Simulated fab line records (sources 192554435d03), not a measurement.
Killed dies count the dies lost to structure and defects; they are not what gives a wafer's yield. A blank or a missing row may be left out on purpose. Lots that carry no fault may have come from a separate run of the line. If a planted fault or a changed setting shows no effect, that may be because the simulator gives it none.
A lot that was struck, set against a sound lot / flow n5_finfet / 37 out of 1938 route steps
Sound: wafers L112.2, L112.5, L112.6. Struck: wafers L998.4, L998.5 (left out: L998.6, a lot-mate that was not struck); the cause follows at the end.
Per side, at each step with rows, come the tool, then ch with its chambers, and then its first start. Under that, the readings that differ: sound wafers / struck wafers / difference of the means / sigmas: that difference in standard deviations of wafers without a fault.
alike: readings whose means differ by less than 2 such deviations, and words and numbers that are the same on both sides. not compared: withheld readings, readings that some wafer has no value for, bounds like >300 that may hide the same value, and numbers for which the record gives no deviation and whose values overlap.
A row with sigmas, a row that says differs or no value, or rows on one side alone: a step with any of these is where the two part. Non-overlapping numbers with no deviation appear without sigmas and do not part them. Lack of a reading on every wafer of one side parts them only where that side has two or more wafers.

first, 10 steps without rows for these wafers: N5_BEOL_M4_STRIP_97 (strips in N2/H2, time 10 s); N5_BEOL_M4_HM_STRIP_39 (strips TiN in peroxide tin strip, target depth 25 nm, time 158 s); N5_BEOL_M4_SRD_40 (time 30 s); N5_BEOL_M4_PRECLEAN_42 (cleans in residue remover, time 60 s); N5_BEOL_M4_SRD_43 (time 30 s); N5_BEOL_M4_DEGAS_44 (time 60 s); N5_BEOL_M4_PRE_CLEAN_45 (time 30 s); N5_BEOL_M4_ALD_84 (deposits TaN, pulse time 2 s, purge time 3 s, co reactant purge time 2 s); N5_BEOL_M4_SURFACE_TREAT_85; N5_BEOL_M4_CVD_47 (deposits Co from CCTBA/H2, target thk 3 nm, time 223.8 s).
N5_BEOL_M4_SPUTTER_48: material Cu, target thk 4.5 nm, time 8.29 s.
  sound on pvd_sputter-01, day 14 10:23; struck on pvd_sputter-03, day 11 06:32
  alike: throttle_valve_pct
then, 25 steps without rows for these wafers: N5_BEOL_M4_ANNEAL_49 (time 240 s); N5_BEOL_M4_SPUTTER_79 (material Cu, target thk 4.5 nm, time 8.29 s); N5_BEOL_M4_ANNEAL_80 (time 240 s); N5_BEOL_M4_SPUTTER_81 (material Cu, target thk 4.5 nm, time 8.29 s); N5_BEOL_M4_ANNEAL_82 (time 240 s); N5_BEOL_M4_SPUTTER_86 (material Cu, target thk 4.5 nm, time 8.29 s); N5_BEOL_M4_ANNEAL_87 (time 240 s); N5_BEOL_M4_SPUTTER_88 (material Cu, target thk 4.5 nm, time 8.29 s); N5_BEOL_M4_ANNEAL_89 (time 240 s); N5_BEOL_M4_SPUTTER_90 (material Cu, target thk 4.5 nm, time 8.29 s); N5_BEOL_M4_ANNEAL_91 (time 240 s); N5_BEOL_M4_SPUTTER_92 (material Cu, target thk 4.5 nm, time 8.29 s); N5_BEOL_M4_ANNEAL_93 (time 240 s); N5_BEOL_M4_SPUTTER_94 (material Cu, target thk 4.5 nm, time 8.29 s); N5_BEOL_M4_ANNEAL_95 (time 240 s); N5_BEOL_M4_SPUTTER_96 (material Cu, target thk 4.5 nm, time 8.29 s); N5_BEOL_M4_ECD_50 (material Cu, target thk 300 nm); N5_BEOL_M4_ANNEAL_51 (time 90 s); N5_BEOL_M4_CMP_52 (polishes, stops on SiOC, t overpolish 6.8 s, target thk 40 nm); N5_BEOL_M4_PRE_CLEAN_60 (time 15 s); N5_BEOL_M4_CO_CAP_55 (material Co, precursor CCTBA/H2, target thk 2 nm, time 102.1 s); N5_BEOL_M4_PRE_CLEAN_56 (time 15 s); N5_BEOL_M4_DEP_57 (deposits SiCN from 3MS/NH3, target thk 8 nm, time 14 s); N5_BEOL_M5_ILD_DEP_00 (deposits SiCOH lowk from DEMS/porogen, target thk 140.64 nm, time 25.9 s); N5_BEOL_M5_CURE_79 (cures SiCOH lowk, time 240 s).
-- record jumps: 5 days separate the struck wafers' starts on either side; left off in module BEOL_M5, taken up again in module PASSIVATION, whose first shown step is the route's number 1936 --
N5_PASSIVATION_PROBE_49:
  sound on prober-01, day 18 19:04; struck on prober-02, day 15 22:15
reading=defect_limited_yield (%); sound=92.3 88.6 92.7; struck=80.5 80.3; difference=-10.8; sigmas=-9
reading=killed_at_M4_up; sound=10 20 6; struck=157 155; difference=+144; sigmas=+25
reading=killed_at_contacts; sound=6 32 16; struck=3 7; difference=-13; sigmas=-2
reading=killed_dies; sound=91 134 86; struck=230 232; difference=+127; sigmas=+8
reading=sort_bin_5_function (%); sound=4.3 7.5 4.2; struck=12.9 11.2; difference=+6.7; sigmas=+7
reading=sort_n_pass; sound=1089 1046 1094; struck=950 948; difference=-127; sigmas=-8
reading=sort_yield_pct (%); sound=92.3 88.6 92.7; struck=80.5 80.3; difference=-10.8; sigmas=-9
  alike: killed_at_M0_to_M3, killed_at_front_end, killed_at_other, killed_open, killed_short, sort_bin_6_memory

WHERE THEY PART
Only at N5_PASSIVATION_PROBE_49, within this record.

WHY: the cause the simulator had injected
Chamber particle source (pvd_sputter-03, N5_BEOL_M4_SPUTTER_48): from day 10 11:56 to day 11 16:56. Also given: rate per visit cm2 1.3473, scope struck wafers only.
